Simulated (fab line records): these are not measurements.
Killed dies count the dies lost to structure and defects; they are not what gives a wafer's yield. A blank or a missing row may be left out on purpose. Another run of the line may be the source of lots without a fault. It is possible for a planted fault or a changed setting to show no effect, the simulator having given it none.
The tool behind it: which one? | flow nand harc | 6 lots, 18 wafers sampled, at 5 steps of a route of 1302

== WHAT EACH GAUGE READ, for each wafer ==
NHARC_END_SORT_01.
lot  | measured     | on        | killed at array
L498 | day 31 21:56 | prober-01 | 673 673 671

== TOOL THAT RAN EACH LOT (tool first, then ch and the chambers of the sampled wafers, then the start) ==
lot  | NHARC_A_CHANNEL_HOLE_D1_ETCH_24  | NHARC_A_CHANNEL_FILL_D1_ALD_14   | NHARC_A_CHANNEL_FILL_D1_STRIP_28   | NHARC_A_ONON_D2_DEP_06
L481 | har etch-01 ch 0,1, day 9 16:56  | ald hk-04 ch 1,3, day 10 04:59   | rie diel-04 ch 0,2, day 11 01:35   | pecvd onon-03 ch 0, day 13 15:58
L482 | har etch-01 ch 0,1, day 10 06:20 | ald hk-04 ch 1,2,3, day 10 17:10 | rie diel-04 ch 0,2,3, day 11 10:22 | pecvd onon-01 ch 0, day 13 23:10
L496 | har etch-01 ch 0,1, day 15 13:37 | ald hk-01 ch 1,2,3, day 16 01:03 | rie diel-11 ch 0,1,2, day 16 20:50 | pecvd onon-04 ch 0, day 19 19:41
L498 | har etch-01 ch 0,1, day 16 07:20 | ald hk-04 ch 0,1,3, day 16 19:29 | rie diel-11 ch 1,2,3, day 17 13:50 | pecvd onon-04, day 20 01:13
L500 | har etch-01 ch 0,1, day 17 11:59 | ald hk-03 ch 0,1,2, day 17 23:16 | rie diel-11 ch 1,3, day 18 16:43   | pecvd onon-01 ch 0, day 21 09:20
L502 | har etch-02 ch 0,1, day 18 12:49 | ald hk-03 ch 2,3, day 18 23:34   | rie diel-01 ch 2,3, day 19 17:05   | pecvd onon-04 ch 0, day 22 06:13
- NHARC_A_CHANNEL_HOLE_D1_ETCH_24: etches the open film in C4F8/O2/Ar, time 906.2 s, target depth 1500 nm.
- NHARC_A_CHANNEL_FILL_D1_ALD_14: deposits SiO2, target thk 2.5 nm, pulse time 10 s, ald cycles 25.
- NHARC_A_CHANNEL_FILL_D1_STRIP_28: strips in O2, time 20 s.
- NHARC_A_ONON_D2_DEP_06: target thk 1000 nm.

== THE ANSWER, worked out from the rows above alone ==
Rule: what is usual is taken from the lots themselves. The widest of any qualifying gaps counts: lots, ordered by their means at a reading, are off when they make up no more than a third of the lots, leave a main group of 4 or more, and stand apart from it by 3 or more times the standard deviation of that group's means. The tables above print the reading to a certain number of digits; a main group whose means all agree to those digits is not used. Also off: a lot with no number at a reading for which 4 or more lots have one. All remaining lots with rows at the step are treated as sound.
None of the lots is off at any reading shown; this tells nothing.

== WHAT THE SIMULATOR HAD INSERTED ==
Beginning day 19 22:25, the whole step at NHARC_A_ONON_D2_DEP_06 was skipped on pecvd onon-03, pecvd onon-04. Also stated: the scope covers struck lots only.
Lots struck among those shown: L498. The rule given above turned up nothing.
